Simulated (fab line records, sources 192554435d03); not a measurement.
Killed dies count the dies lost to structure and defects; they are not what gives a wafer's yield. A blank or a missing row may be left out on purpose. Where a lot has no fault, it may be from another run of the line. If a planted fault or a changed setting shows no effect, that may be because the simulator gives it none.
Matching of chambers :: flow n5_finfet :: N5_GATE_CUT_ETCH_19 on rie_diel-03: 4 sister chambers
The step etches SiNx in CH3F/O2, target depth 53.7 nm, time 76.7 s. 20 wafers are shown with their chamber, then 10 later ones without.

WAFERS WITH THEIR CHAMBER
wafer: L075.1
chamber: 2
drypump_motor_current_A (A): 5.8
showerhead_plenum_p_Torr (Torr): 2.07
throttle_valve_pct (%): 16.38

wafer: L075.5
chamber: 3
drypump_motor_current_A (A): 6.6
showerhead_plenum_p_Torr (Torr): 2.01
throttle_valve_pct (%): 15.98

wafer: L075.6
chamber: 0
drypump_motor_current_A (A): 5.3
showerhead_plenum_p_Torr (Torr): 1.96
throttle_valve_pct (%): 16.20

wafer: L076.3
chamber: 0
drypump_motor_current_A (A): 5.3
showerhead_plenum_p_Torr (Torr): 1.96
throttle_valve_pct (%): 16.20

wafer: L076.4
chamber: 2
drypump_motor_current_A (A): 5.7
showerhead_plenum_p_Torr (Torr): 2.06
throttle_valve_pct (%): 16.40

wafer: L076.6
chamber: 3
drypump_motor_current_A (A): 6.7
showerhead_plenum_p_Torr (Torr): 2.01
throttle_valve_pct (%): 15.97

wafer: L078.1
chamber: 2
drypump_motor_current_A (A): 5.7
showerhead_plenum_p_Torr (Torr): 2.06
throttle_valve_pct (%): 16.38

wafer: L078.5
chamber: 0
drypump_motor_current_A (A): 5.3
showerhead_plenum_p_Torr (Torr): 1.95
throttle_valve_pct (%): 16.22

wafer: L078.6
chamber: 3
drypump_motor_current_A (A): 6.7
showerhead_plenum_p_Torr (Torr): 2.01
throttle_valve_pct (%): 15.99

wafer: L080.4
chamber: 3
drypump_motor_current_A (A): 6.7
showerhead_plenum_p_Torr (Torr): 2.01
throttle_valve_pct (%): 16.01

wafer: L080.5
chamber: 2
drypump_motor_current_A (A): 5.8
showerhead_plenum_p_Torr (Torr): 2.06
throttle_valve_pct (%): 16.42

wafer: L080.6
chamber: 0
drypump_motor_current_A (A): 5.3
showerhead_plenum_p_Torr (Torr): 1.95
throttle_valve_pct (%): 16.24

wafer: L085.1
chamber: 3
drypump_motor_current_A (A): 6.6
showerhead_plenum_p_Torr (Torr): 2.01
throttle_valve_pct (%): 16.02

wafer: L085.4
chamber: 1
drypump_motor_current_A (A): 4.8
showerhead_plenum_p_Torr (Torr): 2.04
throttle_valve_pct (%): 16.08

wafer: L085.5
chamber: 2
drypump_motor_current_A (A): 5.7
showerhead_plenum_p_Torr (Torr): 2.06
throttle_valve_pct (%): 16.44

wafer: L088.2
chamber: 3
drypump_motor_current_A (A): 6.6
showerhead_plenum_p_Torr (Torr): 2.00
throttle_valve_pct (%): 16.01

wafer: L088.4
chamber: 0
drypump_motor_current_A (A): 5.3
showerhead_plenum_p_Torr (Torr): 1.95
throttle_valve_pct (%): 16.26

wafer: L088.6
chamber: 0
drypump_motor_current_A (A): 5.3
showerhead_plenum_p_Torr (Torr): 1.95
throttle_valve_pct (%): 16.24

wafer: L091.1
chamber: 1
drypump_motor_current_A (A): 4.8
showerhead_plenum_p_Torr (Torr): 2.04
throttle_valve_pct (%): 16.08

wafer: L091.2
chamber: 2
drypump_motor_current_A (A): 5.7
showerhead_plenum_p_Torr (Torr): 2.05
throttle_valve_pct (%): 16.44

SIGNATURES (means of the wafers above)
reading: drypump_motor_current_A
chamber 0: 5.300
chamber 1: 4.800
chamber 2: 5.733
chamber 3: 6.650
scatter within a chamber: 0.0421

reading: showerhead_plenum_p_Torr
chamber 0: 1.9533
chamber 1: 2.0400
chamber 2: 2.0600
chamber 3: 2.0083
scatter within a chamber: 0.0051

reading: throttle_valve_pct
chamber 0: 16.2267
chamber 1: 16.0800
chamber 2: 16.4100
chamber 3: 15.9967
scatter within a chamber: 0.0233
Rule: distance of a wafer from a chamber = root of the sum over the readings of ((wafer's reading minus chamber's mean) / reading's scatter) squared. If the next closest chamber is less than 2 further off than the closest, the wafer can't be placed; otherwise it belongs to the closest. The scatter: the root of (the sum of the squares of (reading less its chamber's mean) over the shown wafers, divided by (wafers less chambers)).

WAFERS WITH NO CHAMBER GIVEN
wafer: L091.6
drypump_motor_current_A (A): 5.3
showerhead_plenum_p_Torr (Torr): 1.95
throttle_valve_pct (%): 16.27

wafer: L092.3
drypump_motor_current_A (A): 5.3
showerhead_plenum_p_Torr (Torr): 1.94
throttle_valve_pct (%): 16.26

wafer: L092.4
drypump_motor_current_A (A): 4.8
showerhead_plenum_p_Torr (Torr): 2.04
throttle_valve_pct (%): 16.11

wafer: L092.5
drypump_motor_current_A (A): 6.7
showerhead_plenum_p_Torr (Torr): 2.00
throttle_valve_pct (%): 16.04

wafer: L093.2
drypump_motor_current_A (A): 5.3
showerhead_plenum_p_Torr (Torr): 1.94
throttle_valve_pct (%): 16.27

wafer: L093.4
drypump_motor_current_A (A): 4.8
showerhead_plenum_p_Torr (Torr): 2.04
throttle_valve_pct (%): 16.10

wafer: L093.5
drypump_motor_current_A (A): 5.3
showerhead_plenum_p_Torr (Torr): 1.94
throttle_valve_pct (%): 16.27

wafer: L097.1
drypump_motor_current_A (A): 6.6
showerhead_plenum_p_Torr (Torr): 2.00
throttle_valve_pct (%): 16.06

wafer: L097.2
drypump_motor_current_A (A): 5.7
showerhead_plenum_p_Torr (Torr): 2.05
throttle_valve_pct (%): 16.47

wafer: L097.6
drypump_motor_current_A (A): 4.8
showerhead_plenum_p_Torr (Torr): 2.04
throttle_valve_pct (%): 16.13

THE CHAMBER EACH PASSED THROUGH
wafer: L091.6
from the rows above: 0
in truth: 0

wafer: L092.3
from the rows above: 0
in truth: 0

wafer: L092.4
from the rows above: 1
in truth: 1

wafer: L092.5
from the rows above: 3
in truth: 3

wafer: L093.2
from the rows above: 0
in truth: 0

wafer: L093.4
from the rows above: 1
in truth: 1

wafer: L093.5
from the rows above: 0
in truth: 0

wafer: L097.1
from the rows above: 3
in truth: 3

wafer: L097.2
from the rows above: 2
in truth: 2

wafer: L097.6
from the rows above: 1
in truth: 1
Placed correctly: 10 of 10. Not placeable from these rows: 0. Number placed wrongly: 0.
